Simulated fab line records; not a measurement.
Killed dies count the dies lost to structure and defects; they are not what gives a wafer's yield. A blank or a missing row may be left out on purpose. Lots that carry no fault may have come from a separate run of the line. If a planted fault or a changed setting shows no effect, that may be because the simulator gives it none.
fab line records    flow n5Finfet
[record] lots = 5  wafers = 15  lastDay = 18
route steps=1938 shown BEOL_M14@1730
lots with no fault: from the same line, run without faults
startH: hours from the record's opening day to when the first of the lot's shown wafers began    waitH: how many hours have passed since the lot's step before this one    " identical to the entry in the row above    L1.1+2: a row that stands for several wafers    - either no value or no given start    * or withheld: withheld    < > ~ a bound
route shown NAME@n: a module of which the file shows steps, and the number in the route of the first    usual: mean and standard deviation over wafers with no fault    same: alike in all rows    chamber/n: place in a boat    sites: per-site readings    _std_site: their standard deviation    _edge_site: outer sites' mean less inner sites'    radiusMm: for every site, how far away it sits from the centre of the wafer    mask NAME#n: copy n    behind: the last tool/chamber to shape the wafer    hold: cause of the lot's hold/its duration in hours/its outcome    device: the n, p or np transistor that did not switch    end of line: tests of these same wafers at the route's end    a step given without rows: its recipe and nothing more    killed: not the wafer's yield, but the dies lost to structure and defects at the first sort    map: per-die view of a wafer (x killed, . not killed, _ where there is no die)
set.NAME: the setting that was run; set.NAME@STEP: the one run at that earlier step    model.NAME: the simulator's own value behind a step, which no gauge read
lots seen at some steps along the route; tables by step, rows by wafer
services: from which hour (startH, from the record's first day; less than 0 if before it) a tool's chamber was out of use, for how many hours, and why
[[steps]]
[step N5_BEOL_M14_ETCH_59]
[recipe] chemistry = N2/H2  target = BARC  targetDepthA = 890  overetchA = 267  timeS = 67.9  ionEnergyEv = 200  pressureMtorr = 30  sourceW = 840  biasW = 150  n2FlowSccm = 200  h2FlowSccm = 200
[step N5_BEOL_M14_VIA_ETCH_16]
[recipe] chemistry = C4F8/O2/Ar  target = SiO2  heInnerTorr = 15  heOuterTorr = 30  targetDepthA = 12313  timeS = withheld  ionEnergyEv = 800  pressureMtorr = 20  sourceW = 1905  biasW = 2040  Ar_flow_sccm = 400  C4F8_flow_sccm = 16  O2_flow_sccm = 12  ends = cleared
[step N5_BEOL_M14_STRIP_63]
[recipe] chemistry = O2  powerW = 600  tempC = 60  pressureMtorr = 30  rfFrequencyHz = 6e+07  biasPowerW = 0  overashFraction = 0.3  o2FlowSccm = 225
[step N5_BEOL_M14_STRIP_64]
[recipe] chemistry = O2  powerW = 600  tempC = 60  pressureMtorr = 30  rfFrequencyHz = 6e+07  biasPowerW = 0  overashFraction = 0.3  o2FlowSccm = 225
[usual] drypumpMotorCurrentA = 5.8/0.43  oesProductAu = 0.82/0.086  rfVppV = 3.6/0.45  showerheadPlenumPTorr = 2.12/0.071  throttleValvePct = 16.61/0.24
lot.wafer  tool        chamber  startH  waitH  drypumpMotorCurrentA  oesProductAu  rfHoursCounterH  rfVppV  showerheadPlenumPTorr  throttleValvePct
L726.1     rieDiel-04  0        -       -      6.4                   0.93          18               3.9     2.14                   16.87
L726.2     "           2        "       "      5.4                   0.69          218              3.5     2.01                   16.85
L726.5     "           3        "       "      5.7                   0.89          -                3.8     2.16                   16.60
L732.1     rieDiel-03  1        -       -      5.8                   0.80          89               3.8     2.10                   16.71
L732.2     "           3        "       "      5.5                   0.85          68               2.6     2.06                   16.78
L732.5     "           0        "       "      5.8                   0.93          -                3.6     2.16                   16.13
L741.3     rieDiel-03  0        -       -      5.8                   0.88          42               4.4     2.15                   16.18
L741.4     "           3        "       "      5.5                   0.81          93               3.3     2.05                   16.85
L741.5     "           1        "       "      5.8                   0.77          -                3.1     2.10                   16.77
L742.2     rieDiel-05  0        -       -      6.6                   0.73          184              2.8     2.17                   16.80
L742.4     "           2        "       "      5.1                   0.79          94               3.5     2.18                   16.24
L742.6     "           0        "       "      6.6                   0.73          -                3.8     2.17                   16.80
L744.1     rieDiel-05  2        -       -      5.1                   0.79          97               4.2     2.18                   16.26
L744.3     "           1        "       "      5.6                   0.90          24               3.0     2.21                   16.30
L744.5     "           0        "       "      6.6                   0.74          -                3.9     2.16                   16.81
[step N5_BEOL_M14_STRIP_71]
[recipe] chemistry = postEtchResidueRemover  timeS = 60  tempC = 25  removerPh = withheld  removerWaterWtPct = withheld  removerFluorideWtPct = withheld
[step N5_BEOL_M14_SRD_72]
[recipe] timeS = 30  tempC = 23  rinseLiquid = diw  dry = n2Spin  spinRpm = 1500  dryTimeS = 30
[step N5_BEOL_M14_CD_MEAS_17]
[recipe] targetCdNm = 250  polarity = opening
[usual] cdNm = 251.4/2.2
lot.wafer  tool      chamber  startH  waitH  cdNm
L726.1     cdSem-02  -        273.45  0.0    248.9
L726.2     "         -        "       "      251.9
L726.5     "         -        "       "      251.2
L732.1     cdSem-01  -        314.11  0.0    252.2
L732.2     "         -        "       "      252.0
L732.5     "         -        "       "      253.4
L741.3     cdSem-01  -        395.18  0.0    250.8
L741.4     "         -        "       "      250.7
L741.5     "         -        "       "      250.0
L742.2     cdSem-02  -        397.91  0.0    248.1
L742.4     "         -        "       "      251.4
L742.6     "         -        "       "      248.3
L744.1     cdSem-03  -        409.07  0.0    250.1
L744.3     "         -        "       "      250.0
L744.5     "         -        "       "      246.6
[step N5_BEOL_M14_COAT_65]
[recipe] resist = SOC  tempC = 250  timeS = 60  spinRpm = 1500  resistThkNm = 450
[step N5_BEOL_M14_COAT_66]
[recipe] resist = SiARC  tempC = 220  timeS = 60  spinRpm = 1500  resistThkNm = 110
[step N5_BEOL_M14_COAT_22]
[recipe] spinRpm = 2888  resistThkNm = 300
[step N5_BEOL_M14_EBR_24]
[recipe] solvent = PGMEA  ebrWidthMm = 1.5
[step N5_BEOL_M14_SOFTBAKE_23]
[recipe] tempC = 130  timeS = 60
[step N5_BEOL_M14_EXPOSE_25]
[recipe] maskId = M14  na = 0.8  sourceShape = annular  sigmaInner = 0.5  sigmaOuter = 0.8  polarization = unpolarized  targetCdNm = 280  doseMj = 26.6
[usual] exposureDoseMJCm2 = 26.71/0.16
lot.wafer  tool           chamber  startH  waitH  mask   exposureDoseMJCm2
L726.1     krfScanner-02  0        273.61  -      M14#0  26.55
L726.2     "              0        "       "      M14#0  26.57
L726.5     "              0        "       "      M14#0  26.54
L732.1     krfScanner-02  0        314.39  -      M14#0  26.61
L732.2     "              0        "       "      M14#0  26.63
L732.5     "              0        "       "      M14#0  26.61
L741.3     krfScanner-01  0        395.35  -      M14#0  26.94
L741.4     "              0        "       "      M14#0  26.93
L741.5     "              0        "       "      M14#0  26.89
L742.2     krfScanner-02  0        398.20  -      M14#0  26.64
L742.4     "              0        "       "      M14#0  26.60
L742.6     "              0        "       "      M14#0  26.59
L744.1     krfScanner-01  0        409.35  -      M14#0  26.93
L744.3     "              0        "       "      M14#0  26.96
L744.5     "              0        "       "      M14#0  26.94
[step N5_BEOL_M14_PEB_26]
[recipe] pebTempC = 130  pebTimeS = 90
[step N5_BEOL_M14_DEVELOP_27]
[recipe] developTimeS = 45  rinseLiquid = diw  dry = airSpin  devTempC = 21
[step N5_BEOL_M14_HARDBAKE_32]
[recipe] tempC = 130  timeS = 120
[step N5_BEOL_M14_CD_MEAS_28]
[recipe] targetCdNm = 284.4  landingEnergyEv = 500  detector = seInlens
[usual] cdNm = 284.9/1.7
lot.wafer  tool      chamber  startH  waitH  cdNm
L726.1     cdSem-01  0        273.78  -      283.9
L726.2     "         0        "       "      284.5
L726.5     "         0        "       "      284.5
L732.1     cdSem-03  0        314.56  -      283.3
L732.2     "         0        "       "      293.3
L732.5     "         0        "       "      283.6
L741.3     cdSem-03  0        395.51  -      282.2
L741.4     "         0        "       "      287.6
L741.5     "         0        "       "      283.4
L742.2     cdSem-02  0        398.36  -      286.6
L742.4     "         0        "       "      286.7
L742.6     "         0        "       "      285.8
L744.1     cdSem-01  0        409.52  -      285.1
L744.3     "         0        "       "      283.0
L744.5     "         0        "       "      284.2
[step N5_BEOL_M14_OVL_MEAS_29]
[recipe] pointsPerWafer = 44
[usual] M14_OVL = 6/5.3
[same] pointsPerWafer = 44
lot.wafer  tool        chamber  startH  waitH  M14_OVL[nm]
L726.1     overlay-01  0        273.81  0.0    7
L726.2     "           0        "       "      4
L726.5     "           0        "       "      9
L732.1     overlay-02  0        314.59  0.0    12
L732.2     "           0        "       "      11
L732.5     "           0        "       "      10
L741.3     overlay-01  0        395.54  0.0    8
L741.4     "           0        "       "      1
L741.5     "           0        "       "      0
L742.2     overlay-01  0        398.39  0.0    8
L742.4     "           0        "       "      10
L742.6     "           0        "       "      9
L744.1     overlay-02  0        409.55  0.0    -6
L744.3     "           0        "       "      5
L744.5     "           0        "       "      2
[step N5_BEOL_M14_INSPECT_30]
[recipe] mode = adi  inspectInstrument = macro
[usual] rawDefectCount = 2.2/1.4
lot.wafer  tool              chamber  startH  waitH  rawDefectCount
L726.1     defectInspect-02  -        273.83  0.0    5
L726.2     "                 -        "       "      0
L726.5     "                 -        "       "      3
L732.1     defectInspect-01  -        314.62  0.0    3
L732.2     "                 -        "       "      2
L732.5     "                 -        "       "      2
L741.3     defectInspect-01  -        395.56  0.0    3
L741.4     "                 -        "       "      3
L741.5     "                 -        "       "      2
L742.2     defectInspect-02  -        398.42  0.0    4
L742.4     "                 -        "       "      0
L742.6     "                 -        "       "      3
L744.1     defectInspect-02  -        409.58  0.0    3
L744.3     "                 -        "       "      2
L744.5     "                 -        "       "      5
[step N5_BEOL_M14_DESCUM_33]
[recipe] chemistry = O2  timeS = 7.9  sourcePowerW = 50  biasPowerW = 20  pressureMtorr = 20  rfFrequencyHz = 2.712e+07  tempC = 40  o2FlowSccm = 225
[usual] drypumpMotorCurrentA = 5.8/0.36  oesProductAu = 0.82/0.086  rfVppV = 243.5/1.5  showerheadPlenumPTorr = 2.12/0.071  throttleValvePct = 20.35/0.27
lot.wafer  tool        chamber  startH  waitH  drypumpMotorCurrentA  oesProductAu  rfHoursCounterH  rfVppV  showerheadPlenumPTorr  throttleValvePct  model.BEOL_M14.cdNm
L726.1     rieDiel-05  2        273.95  0.1    5.1                   0.85          53               244.7   2.19                   19.90             283.6
L726.2     "           3        "       "      5.7                   0.67          248              240.7   2.08                   20.53             284.4
L726.5     "           2        "       "      5.1                   0.85          -                244.7   2.19                   19.88             284.4
L732.1     rieDiel-04  2        314.94  0.3    5.5                   0.68          233              242.5   2.00                   20.62             283.4
L732.2     "           0        "       "      6.4                   0.89          33               243.8   2.13                   20.77             293
L732.5     "           2        "       "      5.5                   0.68          -                241.6   2.00                   20.62             283.8
L741.3     rieDiel-05  0        395.83  0.3    6.6                   0.74          183              245.0   2.16                   20.57             283
L741.4     "           1        "       "      5.6                   0.91          20               245.7   2.21                   20.09             288
L741.5     "           3        "       "      5.7                   0.89          -                241.9   2.06                   20.26             283.8
L742.2     rieDiel-03  2        398.45  0.0    5.9                   0.85          54               245.2   2.21                   20.07             286.4
L742.4     "           0        "       "      5.8                   0.87          43               243.6   2.14                   19.94             286.6
L742.6     "           0        "       "      5.8                   0.88          -                244.8   2.14                   19.96             286
L744.1     rieDiel-05  2        409.61  0.0    5.1                   0.79          97               244.6   2.18                   19.96             285.2
L744.3     "           3        "       "      5.7                   0.90          35               241.0   2.06                   20.30             283.4
L744.5     "           3        "       "      5.6                   0.89          -                243.1   2.06                   20.28             284.2
[step N5_BEOL_M14_ETCH_67]
[recipe] chemistry = CF4  target = SiARC  targetDepthA = 1430  timeS = 238.3  ionEnergyEv = 80  pressureMtorr = 40  sourceW = 545  biasW = 36  Ar_flow_sccm = 100  cf4FlowSccm = 100  ends = cleared
[usual] drypumpMotorCurrentA = 5.8/0.36  etchRfOnTimeS = 238/5.2  oesProductAu = 0.70/0.072  rfVppV = 184.3/1.2  showerheadPlenumPTorr = 2.16/0.077  throttleValvePct = 15.51/0.24
lot.wafer  tool        chamber  startH  waitH  drypumpMotorCurrentA  etchRfOnTimeS  oesProductAu  rfHoursCounterH  rfVppV  showerheadPlenumPTorr  throttleValvePct
L726.1     rieDiel-05  2        273.99  0.0    5.1                   239            0.72          53               186.5   2.28                   15.30
L726.2     "           3        "       "      5.7                   237            0.58          248              184.6   2.10                   15.70
L726.5     "           2        "       "      5.1                   239            0.73          -                184.3   2.28                   15.30
L732.1     rieDiel-04  2        314.97  0.0    5.5                   243            0.59          233              184.1   2.04                   15.75
L732.2     "           0        "       "      6.4                   233            0.76          33               182.8   2.19                   15.84
L732.5     "           2        "       "      5.5                   244            0.59          -                182.2   2.04                   15.77
L741.3     rieDiel-05  0        395.86  0.0    6.6                   244            0.63          183              185.8   2.23                   15.85
L741.4     "           1        "       "      5.6                   249            0.75          20               185.6   2.26                   15.27
L741.5     "           3        "       "      5.7                   232            0.76          -                184.5   2.09                   15.29
L742.2     rieDiel-03  2        398.49  0.0    5.8                   242            0.73          54               186.8   2.27                   15.30
L742.4     "           0        "       "      5.7                   241            0.75          43               185.2   2.18                   15.07
L742.6     "           0        "       "      5.8                   240            0.74          -                183.4   2.18                   15.07
L744.1     rieDiel-05  2        409.65  0.0    5.1                   242            0.67          97               185.7   2.26                   15.41
L744.3     "           3        "       "      5.7                   233            0.77          35               183.5   2.09                   15.28
L744.5     "           3        "       "      5.7                   230            0.78          -                184.1   2.09                   15.29
[step N5_BEOL_M14_ETCH_68]
[recipe] chemistry = N2/H2  target = SOC  maskMaterial = SiARC  sourceW = 3000  biasW = 350  tempC = 40  timeS = 450  ionEnergyEv = 200  pressureMtorr = 30  n2FlowSccm = 200  h2FlowSccm = 200
[usual] drypumpMotorCurrentA = 5.8/0.36  h2FlowSccm = 200.1/0.65  oesProductAu = 0.82/0.086  rfVppV = 524.6/2.7  showerheadPlenumPTorr = 2.57/0.096  throttleValvePct = 17.64/0.3
lot.wafer  tool        chamber  startH  waitH  drypumpMotorCurrentA  h2FlowSccm  oesProductAu  rfHoursCounterH  rfVppV  showerheadPlenumPTorr  throttleValvePct
L726.1     rieDiel-05  2        274.14  0.1    5.1                   198.8       0.84          53               529.6   2.71                   17.55
L726.2     "           3        "       "      5.7                   199.5       0.67          248              521.5   2.50                   17.74
L726.5     "           2        "       "      5.1                   199.4       0.85          -                529.1   2.71                   17.52
L732.1     rieDiel-04  2        315.12  0.1    5.4                   199.9       0.68          233              519.2   2.41                   17.87
L732.2     "           0        "       "      6.4                   199.6       0.90          34               525.1   2.57                   17.99
L732.5     "           2        "       "      5.5                   200.8       0.68          -                519.7   2.41                   17.89
L741.3     rieDiel-05  0        396.01  0.1    6.7                   200.9       0.74          183              525.6   2.65                   18.02
L741.4     "           1        "       "      5.6                   200.2       0.91          20               528.0   2.70                   17.51
L741.5     "           3        "       "      5.7                   200.2       0.90          -                522.1   2.48                   17.41
L742.2     rieDiel-03  2        398.63  0.1    5.9                   200.7       0.86          54               528.1   2.68                   17.28
L742.4     "           0        "       "      5.8                   199.3       0.88          43               524.4   2.58                   17.12
L742.6     "           0        "       "      5.8                   199.2       0.88          -                525.3   2.58                   17.11
L744.1     rieDiel-05  2        409.79  0.1    5.1                   200.6       0.80          97               526.9   2.69                   17.61
L744.3     "           3        "       "      5.7                   199.3       0.91          35               521.8   2.48                   17.41
L744.5     "           3        "       "      5.7                   199.7       0.91          -                522.7   2.48                   17.42
[step N5_BEOL_M14_STRIP_69]
[recipe] chemistry = N2/H2  tempC = 40  n2FlowSccm = 200  h2FlowSccm = 200  rfFrequencyHz = 6e+07
[step N5_BEOL_M14_TRENCH_ETCH_34]
[recipe] chemistry = C4F8/O2/Ar  target = SiO2  targetDepthA = 5566.5  maskMaterial = SOC  heInnerTorr = 15  heOuterTorr = 30  timeS = 126.9  ionEnergyEv = 800  pressureMtorr = 20  sourceW = 1905  biasW = 2040  Ar_flow_sccm = 400  C4F8_flow_sccm = 16  O2_flow_sccm = 12
[usual] drypumpMotorCurrentA = 5.8/0.36  heInnerTorr = 15.001/0.029  oesProductAu = 0.82/0.086  rfVppV = 2228/40  showerheadPlenumPTorr = 3.47/0.12  throttleValvePct = 30.78/0.28
lot.wafer  tool        chamber  startH  waitH  drypumpMotorCurrentA  heInnerTorr  oesProductAu  rfHoursCounterH  rfVppV  showerheadPlenumPTorr  throttleValvePct
L726.1     rieDiel-05  2        274.41  0.0    5.1                   14.958       0.85          53               2202    3.65                   30.70
L726.2     "           3        "       "      5.7                   15.000       0.68          249              2248    3.37                   30.67
L726.5     "           2        "       "      5.1                   15.029       0.85          -                2201    3.65                   30.71
L732.1     rieDiel-04  2        315.39  0.0    5.5                   14.990       0.68          233              2276    3.26                   30.81
L732.2     "           0        "       "      6.4                   15.001       0.90          34               2172    3.52                   31.60
L732.5     "           2        "       "      5.5                   15.024       0.69          -                2277    3.26                   30.83
L741.3     rieDiel-05  0        396.28  0.0    6.6                   14.982       0.73          184              2237    3.55                   31.02
L741.4     "           1        "       "      5.6                   15.000       0.89          21               2278    3.63                   30.70
L741.5     "           3        "       "      5.7                   15.018       0.90          -                2245    3.36                   30.58
L742.2     rieDiel-03  2        398.91  0.0    5.9                   14.987       0.84          54               2195    3.63                   30.63
L742.4     "           0        "       "      5.8                   14.980       0.87          44               2266    3.50                   30.32
L742.6     "           0        "       "      5.8                   14.956       0.86          -                2267    3.50                   30.30
L744.1     rieDiel-05  2        410.07  0.0    5.1                   14.976       0.80          97               2197    3.62                   30.75
L744.3     "           3        "       "      5.7                   15.002       0.91          36               2246    3.35                   30.60
L744.5     "           3        "       "      5.7                   14.978       0.92          -                2244    3.35                   30.62
[step N5_BEOL_M14_STRIP_70]
[recipe] chemistry = C4F8/O2/Ar  resist = SiARC  rfFrequencyHz = 6e+07
[step N5_BEOL_M14_OCD_MEAS_35]
[usual] trenchDepthNm = 554/13
lot.wafer  tool    chamber  startH  waitH  trenchDepthNm
L726.1     ocd-02  -        274.56  0.0    560
L726.2     "       -        "       "      559
L726.5     "       -        "       "      560
L732.1     ocd-02  -        315.55  0.0    541
L732.2     "       -        "       "      572
L732.5     "       -        "       "      542
L741.3     ocd-01  -        396.44  0.0    536
L741.4     "       -        "       "      539
L741.5     "       -        "       "      572
L742.2     ocd-01  -        399.06  0.0    541
L742.4     "       -        "       "      547
L742.6     "       -        "       "      541
L744.1     ocd-02  -        410.22  0.0    557
L744.3     "       -        "       "      584
L744.5     "       -        "       "      582
[step N5_BEOL_M14_STRIP_37]
[recipe] chemistry = O2  powerW = 600  tempC = 60  pressureMtorr = 30  rfFrequencyHz = 6e+07  biasPowerW = 0  overashFraction = 0.3  o2FlowSccm = 225
[usual] drypumpMotorCurrentA = 5.8/0.42  oesProductAu = 0.82/0.086  rfVppV = 3.6/1  showerheadPlenumPTorr = 2.12/0.073  throttleValvePct = 16.59/0.25
lot.wafer  tool        chamber  startH  waitH  drypumpMotorCurrentA  oesProductAu  rfHoursCounterH  rfVppV  showerheadPlenumPTorr  throttleValvePct
L726.1     rieDiel-05  1        277.59  3.0    5.6                   0.67          243              4.5     1.96                   16.66
L726.2     "           3        "       "      5.7                   0.68          249              4.2     2.08                   16.84
L726.5     "           0        "       "      6.6                   0.77          -                4.4     2.18                   16.74
L732.1     rieDiel-03  2        324.73  9.2    5.9                   0.90          29               1.9     2.22                   16.23
L732.2     "           0        "       "      5.8                   0.92          19               2.3     2.16                   16.15
L732.5     "           1        "       "      5.8                   0.78          -                2.8     2.10                   16.70
L741.3     rieDiel-04  0        396.76  0.3    6.4                   0.86          60               2.6     2.12                   16.95
L741.4     "           3        "       "      5.7                   0.82          68               3.7     2.14                   16.71
L741.5     "           3        "       "      5.7                   0.82          -                3.0     2.14                   16.67
L742.2     rieDiel-05  1        400.74  1.7    5.6                   0.91          22               4.4     2.21                   16.29
L742.4     "           3        "       "      5.7                   0.90          33               2.5     2.07                   16.45
L742.6     "           3        "       "      5.7                   0.91          -                2.3     2.07                   16.45
L744.1     rieDiel-03  2        417.65  7.4    5.9                   0.85          59               4.1     2.21                   16.32
L744.3     "           3        "       "      5.5                   0.80          101              2.8     2.05                   16.85
L744.5     "           0        "       "      5.8                   0.87          -                4.5     2.15                   16.18
[step N5_BEOL_M14_ETCH_38]
[recipe] chemistry = CF4/N2  target = SiCN  targetDepthA = 1065  taperDeg = 2  timeS = 120.6  ionEnergyEv = 150  maskMaterial = SiO2  pressureMtorr = 40  sourceW = 430  biasW = 70  Ar_flow_sccm = 100  cf4FlowSccm = 60  n2FlowSccm = 60
[usual] drypumpMotorCurrentA = 5.8/0.42  oesProductAu = 0.82/0.087  rfVppV = 382.8/2  showerheadPlenumPTorr = 2.23/0.081  throttleValvePct = 15.35/0.24
lot.wafer  tool        chamber  startH  waitH  drypumpMotorCurrentA  oesProductAu  rfHoursCounterH  rfVppV  showerheadPlenumPTorr  throttleValvePct  model.BEOL_M14.cdNm
L726.1     rieDiel-05  1        -       -      5.6                   0.67          243              381.1   2.08                   15.51             279.2
L726.2     "           3        "       "      5.7                   0.68          249              382.6   2.17                   15.52             278
L726.5     "           0        "       "      6.6                   0.77          -                383.1   2.31                   15.57             280.8
L732.1     rieDiel-03  2        -       -      5.9                   0.89          29               386.1   2.34                   15.07             280
L732.2     "           0        "       "      5.8                   0.93          19               383.2   2.25                   14.85             291.4
L732.5     "           1        "       "      5.8                   0.79          -                384.4   2.21                   15.50             279.4
L741.3     rieDiel-04  0        -       -      6.4                   0.85          60               383.0   2.24                   15.67             278.6
L741.4     "           3        "       "      5.7                   0.84          68               382.6   2.23                   15.30             285.4
L741.5     "           3        "       "      5.7                   0.84          -                382.7   2.23                   15.29             279.8
L742.2     rieDiel-05  1        -       -      5.6                   0.89          22               385.5   2.33                   15.13             281.2
L742.4     "           3        "       "      5.7                   0.91          33               383.0   2.15                   15.11             281.2
L742.6     "           3        "       "      5.7                   0.90          -                382.5   2.16                   15.09             281.2
L744.1     rieDiel-03  2        -       -      5.8                   0.84          59               384.4   2.33                   15.11             282
L744.3     "           3        "       "      5.5                   0.80          101              381.2   2.13                   15.51             279.8
L744.5     "           0        "       "      5.8                   0.86          -                384.0   2.24                   14.91             281
[step N5_BEOL_M14_PRECLEAN_39]
[recipe] chemistry = residueRemover  timeS = 60  tempC = 40
[[services]]
tool           chamber  startH  hours  kind
rieDiel-04     3        251.44  4.5    repair
rieDiel-05     3        256.33  3.1    repair
rieDiel-03     2        262.22  1.6    repair
rieDiel-04     1        270.31  3.5    repair
krfScanner-01  -        272.11  3.6    pm
krfScanner-01  -        277.12  1.3    pm
krfScanner-02  -        279.21  1.0    pm
rieDiel-05     3        283.27  -      clean
rieDiel-05     3        283.27  -      consumableReplace:focusRing
rieDiel-05     3        283.27  22.0   scheduledDown
rieDiel-05     3        283.27  22.0   ventCycle
rieDiel-03     2        283.29  16.3   repair
krfScanner-01  -        299.65  1.0    pm
rieDiel-05     1        305.30  -      clean
rieDiel-05     2        309.40  3.4    repair
rieDiel-05     3        320.86  5.4    repair
rieDiel-03     1        344.53  6.7    repair
rieDiel-04     0        355.13  2.6    repair
krfScanner-02  -        361.94  0.8    pm
rieDiel-05     2        371.44  6.7    repair
rieDiel-05     1        376.36  4.9    repair
krfScanner-02  -        395.09  1.3    pm
rieDiel-04     0        406.67  2.9    repair
rieDiel-05     3        417.28  12.7   repair
[[key]]
[firstSign] step = N5_BEOL_M14_CD_MEAS_28  reading = cdNm  direction = up  sigmas = 5  usual = 284.9  struck = 293.3
effect none on later readings
[modelEffect] step = N5_BEOL_M14_DESCUM_33  value = BEOL_M14.cdNm  without = 284.2  struck = 293
[modelEffect] step = N5_BEOL_M14_ETCH_38  value = BEOL_M14.cdNm  without = 282.4  struck = 291.4
metAt N5_BEOL_M14_EXPOSE_25
struckWafers L732.2
onsetBetween 273.61 314.39
[fault] kind = processParameterDrift  tool = krfScanner-02  chamber = -  onsetH = 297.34  steps = N5_BEOL_M14_EXPOSE_25  channel = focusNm  offset = 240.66  shape = step  endH = 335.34  scope = struckWafersOnly
